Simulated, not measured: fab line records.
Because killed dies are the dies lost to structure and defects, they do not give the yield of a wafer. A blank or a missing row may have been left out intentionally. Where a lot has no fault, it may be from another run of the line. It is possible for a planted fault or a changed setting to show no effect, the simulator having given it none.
Struck lot and sound lot, side by side | flow nand_harc | 17 out of 1159 route steps
Sound: the wafers L761.1, L761.3, L761.6. Struck: wafer L756.5 (left out: L756.3, L756.6 of the same lot, which were not struck); the cause appears at the end.
For every step that has rows: the tool of each side, followed by ch and its chambers, followed by its first start. Under that, the readings that differ: sound wafers | struck wafers | difference of the means | sigmas: that difference in standard deviations of wafers without a fault.
alike: readings whose means differ by less than 2 such deviations, and words and numbers that are the same on both sides. not compared: withheld readings, readings that some wafer has no value for, bounds like >300 that may hide the same value, and numbers for which the record gives no deviation and whose values overlap.
The two part at a step that has a row with sigmas, a row that says differs or no value, or rows on one side only. When numbers do not overlap yet have no deviation, they are printed without sigmas and do not part them. A reading missing from all wafers of one side parts the sides only when that side holds two or more wafers.

NHARC_P_M0_OVL_MEAS_10: pitch 180 nm.
  sound on overlay-02, day 9 04:20; struck on overlay-01, day 8 04:54
  reading           | sound       | struck | difference | sigmas
  overlay_y_nm (nm) | 0.7 0.7 0.5 | -1.1   | -1.7       | -3
  alike: overlay_x_nm
NHARC_P_M0_INSPECT_11:
  sound on defect_inspect-01, day 9 04:22; struck on defect_inspect-01, day 8 04:56
  alike: raw_defect_count
NHARC_P_M0_DESCUM_14: chemistry O2, time 3 s.
  sound on rie_diel-07 ch 1,2,3, day 9 04:26; struck on rie_diel-02 ch 0, day 8 05:02
  alike: drypump_motor_current_A, oes_product_au, rf_vpp_V, showerhead_plenum_p_Torr, throttle_valve_pct
  not compared: rf_hours_counter_h
then, 1 step without rows for these wafers: NHARC_P_M0_ETCH_34 (etches the open film in N2/H2, target depth 40 nm, overetch 12 nm, time 43.94 s).
NHARC_P_M0_ETCH_15: etches the open film in C4F8/Ar, target depth 150 nm, overetch 15 nm, time 82.5 s.
  sound: rie_diel-07 ch 2,3; struck: rie_diel-02 ch 3
  alike: oes_product_au, rf_vpp_V
  not compared: rf_hours_counter_h
NHARC_P_M0_CD_MEAS_16:
  sound on cd_sem-01, day 9 04:44; struck on cd_sem-03, day 8 05:19
  alike: cd_nm
then, 2 steps without rows for these wafers: NHARC_P_M0_STRIP_18 (strips in N2/H2); NHARC_P_M0_STRIP_19 (strips in post etch residue remover, time 600 s).
NHARC_P_M0_DEGAS_28: time 60 s.
  sound on pvd_sputter-03, day 9 05:22; struck on pvd_sputter-03, day 8 05:56
  alike: heater_power_w
then, 1 step without rows for these wafers: NHARC_P_M0_PRE_CLEAN_29 (time 30 s).
NHARC_P_M0_PVD_20: deposits TaN, target thk 5 nm, time 8.06 s.
  sound on pvd_sputter-03; struck on pvd_sputter-03
  alike: throttle_valve_pct
NHARC_P_M0_PVD_21: deposits Cu, target thk 30 nm, time 20.49 s.
  sound on pvd_sputter-03; struck on pvd_sputter-03
  alike: throttle_valve_pct
NHARC_P_M0_ECD_22: material Cu, target thk 400 nm.
  sound on ecd_cu-01 ch 0,1, day 9 05:46; struck on ecd_cu-02 ch 0,1, day 8 06:26
then, 1 step without rows for these wafers: NHARC_P_M0_ANNEAL_30 (time 90 s).
NHARC_P_M0_CMP_23: polishes, t overpolish 20 s, target thk 117.53 nm.
  sound on cmp-02 ch 0,1,3, day 9 06:28; struck on cmp-02 ch 2, day 8 07:00
  reading                | sound          | struck | difference | sigmas
  time_to_endpoint_s (s) | 29.6 26.6 29.5 | 38.1   | +9.5       | +5
  alike: edge_zone_pressure_frac, motor_current_A
NHARC_P_M0_THK_MEAS_24: measures by xrf.
  sound on film_metro-02, day 9 06:45; struck on film_metro-02, day 8 07:19
  alike: thk_nm
NHARC_END_SORT_01:
  the record has rows for the sound wafers here (prober-02 ch 0, day 22 22:16) and none for the struck ones

== WHERE THEY PART ==
Last at NHARC_END_SORT_01 as far as this record goes, first at NHARC_P_M0_OVL_MEAS_10.

WHY: the cause the simulator had injected
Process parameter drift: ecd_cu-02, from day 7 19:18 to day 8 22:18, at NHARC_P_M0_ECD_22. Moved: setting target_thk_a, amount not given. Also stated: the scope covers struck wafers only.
